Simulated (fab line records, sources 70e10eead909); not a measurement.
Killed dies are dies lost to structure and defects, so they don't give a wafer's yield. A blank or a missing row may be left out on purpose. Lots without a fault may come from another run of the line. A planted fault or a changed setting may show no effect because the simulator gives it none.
A struck lot beside a sound one | flow nand_harc | 15 steps out of a route of 1302
Sound: wafers L515.2, L515.4, L515.5. Struck: wafer L524.4. (L524.2, L524.3 of the same lot were not struck and are left out.) The cause comes at the end.
At each step with rows: each side's tool, then ch and its chambers, then its first start. Under that, the readings that differ: sound wafers | struck wafers | difference of the means | sigmas: that difference in standard deviations of wafers without a fault.
alike: readings whose means differ by less than 2 such deviations, and words and numbers that are the same on both sides. not compared: withheld readings, readings that some wafer has no value for, bounds like >300 that may hide the same value, and numbers for which the record gives no deviation and whose values overlap.
The two part at a step that has a row with sigmas, a row that says differs or no value, or rows on one side only. Numbers that don't overlap but have no deviation are shown without sigmas and don't part them. A reading that every wafer of one side lacks parts them only if that side has two wafers or more.

first, 1 step without rows for these wafers: NHARC_A_ONON_D1_DEP_03 (target thk 1000 nm).
NHARC_A_ONON_D1_THK_MEAS_05: measures by ellipsometry.
  sound on film_metro-01, day 9 15:47; struck on film_metro-02, day 13 04:20
  alike: thk_nm
then, 1 step without rows for these wafers: NHARC_A_ONON_D1_DEP_06 (target thk 1000 nm).
NHARC_A_ONON_D1_THK_MEAS_08: measures by ellipsometry.
  sound on film_metro-02, day 9 16:22; struck on film_metro-02, day 13 04:53
  reading     | sound          | struck | difference | sigmas
  thk_nm (nm) | 1029 1030 1031 | 993    | -37        | -3
then, 1 step without rows for these wafers: NHARC_A_ONON_D1_DEP_09 (target thk 1000 nm).
NHARC_A_ONON_D1_THK_MEAS_11: measures by ellipsometry.
  sound on film_metro-01, day 9 16:56; struck on film_metro-01, day 13 05:28
  alike: thk_nm
then, 1 step without rows for these wafers: NHARC_A_ONON_D1_DEP_12 (target thk 1000 nm).
NHARC_A_ONON_D1_THK_MEAS_14: measures by ellipsometry.
  sound on film_metro-02, day 9 17:31; struck on film_metro-02, day 13 06:02
  alike: thk_nm
then, 2 steps without rows for these wafers: NHARC_A_ONON_D1_ANNEAL_15 (time 3600 s); NHARC_A_ONON_D1_DEP_16 (target thk 1000 nm).
NHARC_A_ONON_D1_THK_MEAS_18: measures by ellipsometry.
  sound on film_metro-02, day 10 01:19; struck on film_metro-02, day 13 14:06
  alike: thk_nm
NHARC_A_ONON_D1_DEP_19: target thk 1000 nm.
  sound on pecvd_onon-02 ch 0, day 10 01:26; struck on pecvd_onon-02 ch 0, day 13 14:13
  alike: sih4_flow_sccm
NHARC_A_ONON_D1_THK_MEAS_21: measures by ellipsometry.
  sound on film_metro-02, day 10 01:53; struck on film_metro-02, day 13 14:40
  reading     | sound          | struck | difference | sigmas
  thk_nm (nm) | 1003 1001 1001 | 794    | -208       | -31
then, 1 step without rows for these wafers: NHARC_A_ONON_D1_DEP_22 (target thk 1000 nm).
-- the record jumps here: 16 days lie between the struck wafers' starts before and after (it left off in module A_ONON_D1 and takes up again in module END, whose first step shown is number 1302 of the route) --
NHARC_END_SORT_01:
  the record has rows for the struck wafers here (prober-02 ch 0, day 29 18:37) and none for the sound ones

WHERE THEY PART
First at NHARC_A_ONON_D1_THK_MEAS_08; last, within this record, at NHARC_END_SORT_01.

WHY: what the simulator had put in
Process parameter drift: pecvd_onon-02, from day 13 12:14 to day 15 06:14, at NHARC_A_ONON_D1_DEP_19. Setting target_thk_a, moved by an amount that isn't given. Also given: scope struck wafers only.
